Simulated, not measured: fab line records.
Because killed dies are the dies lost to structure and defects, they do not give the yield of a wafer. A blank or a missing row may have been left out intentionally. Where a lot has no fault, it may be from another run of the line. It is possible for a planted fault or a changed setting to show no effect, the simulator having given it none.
2 desks, one fault || flow nand_harc || only its own numbers are on each desk; what lay behind them is given at the end

## METROLOGY DESK
What the gauges read for every lot (on any tool): the sampled wafers with a number, averaged. Any lot whose mean is over 4 standard deviations away from the usual mean is out of limits and marked OUT; that distance is given in the brackets.
Columns: A = cd_nm at NHARC_THIN_TSV_CD_MEAS_33, usual 5000.3 nm; B = cd_nm at NHARC_THIN_TSV_CD_MEAS_37, usual 5000.8 nm
{"lot": "L372", "first seen here": "day 18 23:25", "A": 5001.0, "B": 5001.6}
{"lot": "L373", "first seen here": "day 19 00:35", "A": 5001.7, "B": 5001.5}
{"lot": "L375", "first seen here": "day 19 08:46", "A": 5000.7, "B": 5002.2}
{"lot": "L377", "first seen here": "day 19 16:40", "A": 5000.5, "B": 5001.1}
{"lot": "L374", "first seen here": "day 19 22:20", "A": 5000.6, "B": 5000.3}
{"lot": "L378", "first seen here": "day 19 23:34", "A": 5001.1, "B": 5001.0}
{"lot": "L382", "first seen here": "day 21 01:09", "A": 5001.4, "B": 5000.2}
{"lot": "L381", "first seen here": "day 21 12:35", "A": 4998.8, "B": 5000.1}
{"lot": "L384", "first seen here": "day 22 00:44", "A": 4999.9, "B": 5000.5}
{"lot": "L383", "first seen here": "day 22 01:43", "A": 5000.3, "B": 5002.1}
{"lot": "L389", "first seen here": "day 22 21:09", "A": 5000.2, "B": 5003.2}
{"lot": "L387", "first seen here": "day 22 23:45", "A": 4999.5, "B": 5000.8}
{"lot": "L395", "first seen here": "day 24 19:31", "A": 5001.1, "B": 5002.4}
This desk's verdict: no lot among the 13 shows anything out of limits.

## DESK OF THE TOOL OWNER: ecd_cu-01
The tool's own readings at NHARC_P_BONDPAD_ECD_18 (material Cu, target thk 400 nm): means of the sampled wafers that have a number, for each lot that ran on this tool. Any lot whose mean is over 4 standard deviations away from the usual mean is out of limits and marked OUT; that distance is given in the brackets.
Columns: A = bath_heat_duty_pct at NHARC_P_BONDPAD_ECD_18, usual 6.0 %
{"lot": "L372", "first seen here": "day 6 20:31", "A": 6.6}
{"lot": "L373", "first seen here": "day 6 21:55", "A": 6.5}
{"lot": "L374", "first seen here": "day 7 00:46", "A": 6.4}
{"lot": "L378", "first seen here": "day 7 21:28", "A": 7.4}
{"lot": "L377", "first seen here": "day 8 00:40", "A": 7.2}
{"lot": "L384", "first seen here": "day 9 20:28", "A": 7.0}
{"lot": "L387", "first seen here": "day 10 12:30", "A": 6.9}
{"lot": "L389", "first seen here": "day 10 13:01", "A": 6.7}
This desk's verdict: no lot among the 8 shows anything out of limits.

## TAKEN TOGETHER
The metrology desk saw nothing out of limits.
The desk of the tool owner found nothing out of limits.

## WHAT THE SIMULATOR HAD INSERTED
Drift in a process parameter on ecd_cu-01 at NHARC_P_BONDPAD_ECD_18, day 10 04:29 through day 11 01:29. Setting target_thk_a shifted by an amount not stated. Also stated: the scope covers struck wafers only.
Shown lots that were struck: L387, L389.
